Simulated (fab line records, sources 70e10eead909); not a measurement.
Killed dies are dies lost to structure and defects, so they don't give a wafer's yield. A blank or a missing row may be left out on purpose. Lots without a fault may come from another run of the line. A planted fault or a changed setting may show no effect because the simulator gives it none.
Which tool did it? | flow nand_harc | 10 lots, 30 wafers sampled, at 5 steps of a route of 1302

WHAT THE GAUGES READ, wafer by wafer
NHARC_END_SORT_01. Usual: killed_at_array 59, standard deviation 17; killed_at_other 0.7, standard deviation 0.9; killed_at_periphery 3.6, standard deviation 2.3; killed_dies 63, standard deviation 18; killed_open 3.4, standard deviation 1.9; killed_short 2.6, standard deviation 1.7.
lot  | measured     | on        | killed_at_array | killed_at_other | killed_at_periphery | killed_dies | killed_open | killed_short | flag
L706 | day 32 01:13 | prober-02 | 670 668 673     | 0 2 0           | 7 7 4               | 677 677 677 | 1 7 0       | 1 2 1        | OFF
L707 | day 33 16:14 | prober-02 | 674 674 673     | 1 2 3           | 2 1 1               | 677 677 677 | 2 5 4       | 6 3 1        | OFF

WHICH TOOL RAN EACH LOT (tool, then ch and the chambers of the sampled wafers, then the start)
lot  | NHARC_A_CHANNEL_HOLE_D1_ETCH_34               | NHARC_A_CHANNEL_HOLE_D1_ETCH_20  | NHARC_A_CHANNEL_HOLE_D1_ETCH_21  | NHARC_A_CHANNEL_HOLE_D1_ETCH_26
L687 | rie_diel-03 ch 2,3, day 8 09:13 or earlier    | har_etch-01 ch 0,1, day 8 09:13  | har_etch-01 ch 0,1, day 8 09:33  | har_etch-01 ch 0,1, day 8 12:51
L690 | rie_diel-03 ch 0,2,3, day 9 19:14 or earlier  | har_etch-01 ch 0,1, day 9 19:14  | har_etch-01 ch 0,1, day 9 19:35  | har_etch-01 ch 0,1, day 9 22:52
L694 | rie_diel-03 ch 0,1, day 11 07:46 or earlier   | har_etch-02 ch 0, day 11 07:46   | har_etch-02 ch 0, day 11 08:05   | har_etch-02 ch 0, day 11 11:25
L693 | rie_diel-03 ch 0,1,2, day 11 09:40 or earlier | har_etch-01 ch 0,1, day 11 09:40 | har_etch-01 ch 0,1, day 11 10:01 | har_etch-01 ch 0,1, day 11 13:17
L697 | rie_diel-09 ch 0,1, day 13 01:58 or earlier   | har_etch-01 ch 0,1, day 13 01:58 | har_etch-01 ch 0,1, day 13 02:20 | har_etch-01 ch 0,1, day 13 05:35
L701 | rie_diel-03 ch 1,2, day 14 19:29 or earlier   | har_etch-02 ch 0,1, day 14 19:29 | har_etch-02 ch 0,1, day 14 19:50 | har_etch-02 ch 0,1, day 14 23:09
L706 | rie_diel-01 ch 0,2,3, day 16 09:55 or earlier | har_etch-01 ch 0,1, day 16 09:55 | har_etch-01 ch 0,1, day 16 10:13 | har_etch-01 ch 0,1, day 16 13:32
L707 | rie_diel-03 ch 0,1,2, day 17 00:59 or earlier | har_etch-01 ch 0,1, day 17 00:59 | har_etch-01 ch 0,1, day 17 01:19 | har_etch-01 ch 0,1, day 17 04:36
L708 | rie_diel-09 ch 1,2,3, day 17 13:22 or earlier | har_etch-01 ch 0,1, day 17 13:22 | har_etch-01 ch 0,1, day 17 13:41 | har_etch-01 ch 0,1, day 17 17:02
L710 | rie_diel-03 ch 0,2,3, day 18 15:26 or earlier | har_etch-01 ch 0,1, day 18 15:26 | har_etch-01 ch 0,1, day 18 15:44 | har_etch-01 ch 0,1, day 18 19:05
- NHARC_A_CHANNEL_HOLE_D1_ETCH_34: etches the open film in CF4/CHF3, target depth 154 nm, time 77 s.
- NHARC_A_CHANNEL_HOLE_D1_ETCH_20: etches the open film in C4F8/O2/Ar, time 361.9 s, target depth 1600 nm.
- NHARC_A_CHANNEL_HOLE_D1_ETCH_21: etches the open film in C4F8/O2/Ar, time 514.3 s, target depth 1600 nm.
- NHARC_A_CHANNEL_HOLE_D1_ETCH_26: etches the open film in C4F8/O2/Ar, time 224.1 s, target depth 300 nm.

WHAT THE TOOLS THEMSELVES READ (means of the sampled wafers that have a number; where no wafer has one, the mark that the record gives instead)
NHARC_A_CHANNEL_HOLE_D1_ETCH_34. Usual: bias_w 200.1 W, standard deviation 0.59; cf4_flow_sccm 100.0 sccm, standard deviation 0.32; chf3_flow_sccm 30.01 sccm, standard deviation 0.092; drypump_motor_current_A 5.69 A, standard deviation 0.27; oes_product_au 0.950 a.u., standard deviation 0.024; rf_vpp_V 370.7 V, standard deviation 2.2; showerhead_plenum_p_Torr 1.58 Torr, standard deviation 0.063; throttle_valve_pct 16.802 %, standard deviation 0.0078.
lot  | tool        | bias_w (W) | cf4_flow_sccm (sccm) | chf3_flow_sccm (sccm) | drypump_motor_current_A (A) | oes_product_au (a.u.) | rf_vpp_V (V) | showerhead_plenum_p_Torr (Torr) | throttle_valve_pct (%) | flag
L687 | rie_diel-03 | 200.4      | 99.9                 | 29.93                 | 5.87                        | 0.934                 | 371.1        | 1.61                            | 16.801                 |
L690 | rie_diel-03 | 200.4      | 100.0                | 30.09                 | 5.76                        | 0.965                 | 372.3        | 1.62                            | 16.800                 |
L694 | rie_diel-03 | 199.8      | 100.0                | 30.05                 | 5.57                        | 0.987                 | 371.0        | 1.56                            | 16.804                 |
L693 | rie_diel-03 | 200.3      | 100.1                | 30.06                 | 5.69                        | 0.929                 | 372.1        | 1.61                            | 16.805                 |
L697 | rie_diel-09 | 200.0      | 99.9                 | 29.95                 | 6.04                        | 0.932                 | 368.5        | 1.52                            | 16.796                 |
L701 | rie_diel-03 | 200.3      | 100.1                | 30.09                 | 5.66                        | 0.955                 | 370.3        | 1.55                            | 16.801                 |
L706 | rie_diel-01 | 199.6      | 100.1                | 30.06                 | 5.60                        | 0.927                 | 368.2        | 1.51                            | 16.809                 |
L707 | rie_diel-03 | 199.9      | 100.5                | 29.88                 | 5.70                        | 0.930                 | 371.7        | 1.60                            | 16.801                 |
L708 | rie_diel-09 | 200.1      | 100.0                | 30.02                 | 5.94                        | 0.942                 | 370.9        | 1.57                            | 16.810                 |
L710 | rie_diel-03 | 200.4      | 99.8                 | 30.00                 | 5.76                        | 0.928                 | 372.0        | 1.62                            | 16.802                 |

NHARC_A_CHANNEL_HOLE_D1_ETCH_20. Usual: c4f8_flow_sccm 89.33 sccm, standard deviation 0.26; chamber_pressure_mTorr 20.003 mTorr, standard deviation 0.018; drypump_motor_current_A 5.96 A, standard deviation 0.24; he_backside_leak_sccm 6.6 sccm, standard deviation 0.37; showerhead_plenum_p_Torr 3.60 Torr, standard deviation 0.12; throttle_valve_pct 32.155 %, standard deviation 0.0089.
lot  | tool        | c4f8_flow_sccm (sccm) | chamber_pressure_mTorr (mTorr) | drypump_motor_current_A (A) | he_backside_leak_sccm (sccm) | showerhead_plenum_p_Torr (Torr) | throttle_valve_pct (%) | flag
L687 | har_etch-01 | 89.19                 | 20.018                         | 5.84                        | 6.5                          | 3.63                            | 32.156                 |
L690 | har_etch-01 | 88.87                 | 20.009                         | 5.86                        | 6.3                          | 3.62                            | 32.159                 |
L694 | har_etch-02 | 89.46                 | 20.014                         | 5.86                        | 6.8                          | 3.75                            | 32.153                 |
L693 | har_etch-01 | 89.62                 | 20.006                         | 5.85                        | 6.5                          | 3.66                            | 32.158                 |
L697 | har_etch-01 | 89.53                 | 20.000                         | 5.82                        | 6.8                          | 3.65                            | 32.152                 |
L701 | har_etch-02 | 89.69                 | 19.991                         | 6.06                        | 6.9                          | 3.61                            | 32.160                 |
L706 | har_etch-01 | 89.41                 | 19.997                         | 5.85                        | 6.7                          | 3.57                            | 32.155                 |
L707 | har_etch-01 | 89.37                 | 20.008                         | 5.85                        | 6.9                          | 3.57                            | 32.160                 |
L708 | har_etch-01 | 89.29                 | 20.013                         | 5.84                        | 6.6                          | 3.61                            | 32.153                 |
L710 | har_etch-01 | 89.41                 | 20.006                         | 5.84                        | 6.9                          | 3.55                            | 32.154                 |

NHARC_A_CHANNEL_HOLE_D1_ETCH_21. Usual: c4f8_flow_sccm 89.31 sccm, standard deviation 0.26; chamber_pressure_mTorr 19.998 mTorr, standard deviation 0.019; drypump_motor_current_A 5.96 A, standard deviation 0.24; he_backside_leak_sccm 6.7 sccm, standard deviation 0.61; showerhead_plenum_p_Torr 3.60 Torr, standard deviation 0.12; throttle_valve_pct 32.155 %, standard deviation 0.0088.
lot  | tool        | c4f8_flow_sccm (sccm) | chamber_pressure_mTorr (mTorr) | drypump_motor_current_A (A) | he_backside_leak_sccm (sccm) | showerhead_plenum_p_Torr (Torr) | throttle_valve_pct (%) | flag
L687 | har_etch-01 | 89.27                 | 20.005                         | 5.84                        | 6.2                          | 3.63                            | 32.161                 |
L690 | har_etch-01 | 89.22                 | 20.001                         | 5.86                        | 6.3                          | 3.62                            | 32.154                 |
L694 | har_etch-02 | 89.52                 | 20.017                         | 5.88                        | 6.4                          | 3.75                            | 32.162                 |
L693 | har_etch-01 | 89.20                 | 20.006                         | 5.85                        | 6.3                          | 3.66                            | 32.160                 |
L697 | har_etch-01 | 89.29                 | 19.984                         | 5.82                        | 6.7                          | 3.64                            | 32.147                 |
L701 | har_etch-02 | 89.64                 | 20.014                         | 6.09                        | 6.7                          | 3.61                            | 32.147                 |
L706 | har_etch-01 | 89.51                 | 19.989                         | 5.84                        | 6.9                          | 3.57                            | 32.158                 |
L707 | har_etch-01 | 89.51                 | 20.000                         | 5.85                        | 6.6                          | 3.57                            | 32.148                 |
L708 | har_etch-01 | 89.27                 | 19.992                         | 5.83                        | 6.9                          | 3.61                            | 32.152                 |
L710 | har_etch-01 | 89.41                 | 20.000                         | 5.85                        | 7.2                          | 3.55                            | 32.156                 |

NHARC_A_CHANNEL_HOLE_D1_ETCH_26. Usual: bias_v 300 V, standard deviation 3.2; c4f8_flow_sccm 11.40 sccm, standard deviation 0.035; drypump_motor_current_A 5.96 A, standard deviation 0.24; he_backside_leak_sccm 6.7 sccm, standard deviation 0.38; showerhead_plenum_p_Torr 3.64 Torr, standard deviation 0.13; throttle_valve_pct 24.584 %, standard deviation 0.0096.
lot  | tool        | bias_v (V) | c4f8_flow_sccm (sccm) | drypump_motor_current_A (A) | he_backside_leak_sccm (sccm) | showerhead_plenum_p_Torr (Torr) | throttle_valve_pct (%) | flag
L687 | har_etch-01 | 302        | 11.39                 | 5.87                        | 6.2                          | 3.67                            | 24.586                 |
L690 | har_etch-01 | 299        | 11.41                 | 5.85                        | 6.4                          | 3.65                            | 24.587                 |
L694 | har_etch-02 | 302        | 11.42                 | 5.90                        | 6.6                          | 3.79                            | 24.587                 |
L693 | har_etch-01 | 300        | 11.43                 | 5.83                        | 6.3                          | 3.70                            | 24.575                 |
L697 | har_etch-01 | 301        | 11.42                 | 5.83                        | 6.2                          | 3.69                            | 24.584                 |
L701 | har_etch-02 | 300        | 11.39                 | 6.09                        | 6.6                          | 3.65                            | 24.582                 |
L706 | har_etch-01 | -          | -                     | -                           | -                            | -                               | -                      | OFF
L707 | har_etch-01 | -          | -                     | -                           | -                            | -                               | -                      | OFF
L708 | har_etch-01 | 297        | 11.40                 | 5.83                        | 7.0                          | 3.65                            | 24.588                 |
L710 | har_etch-01 | 300        | 11.44                 | 5.87                        | 7.2                          | 3.58                            | 24.584                 |

THE ANSWER, worked out from the rows above alone
Rule: a lot is off if the mean of its wafers that have a number lies more than 3 standard deviations from the usual mean. A lot without any number at a reading at which 4 lots or more have one is off too. The other lots that the step has rows for count as sound. The gauges are gone through in route order, then the tools' own readings, and for those a lot's mean is taken as printed above. The first step at which some lot is off is used, and at that step the reading that is off furthest; a lot without a number counts as furthest.
Off: L706, L707, at NHARC_END_SORT_01 (killed_at_array). Neither off nor sound, because the step has no rows for them: L687, L690, L694, L693, L697, L701, L708, L710.
A tool fits if, at a process step before that reading, it ran every lot that is off, and no sound lot after the first of them. The gauges at NHARC_END_SORT_01 aren't tried: what is off there is off at NHARC_A_CHANNEL_HOLE_D1_ETCH_26 too, on other tools, and a gauge's error can't cause that. NHARC_A_CHANNEL_HOLE_D1_ETCH_34 gives no start for some lots, so the hours and the order of its lots are those of NHARC_A_CHANNEL_HOLE_D1_ETCH_20. One fits: har_etch-01 at NHARC_A_CHANNEL_HOLE_D1_ETCH_20 and NHARC_A_CHANNEL_HOLE_D1_ETCH_21 and NHARC_A_CHANNEL_HOLE_D1_ETCH_26. It ran no sound lot before its first lot that is off in this sample, so the start can't be narrowed down.

WHAT THE SIMULATOR HAD PUT IN
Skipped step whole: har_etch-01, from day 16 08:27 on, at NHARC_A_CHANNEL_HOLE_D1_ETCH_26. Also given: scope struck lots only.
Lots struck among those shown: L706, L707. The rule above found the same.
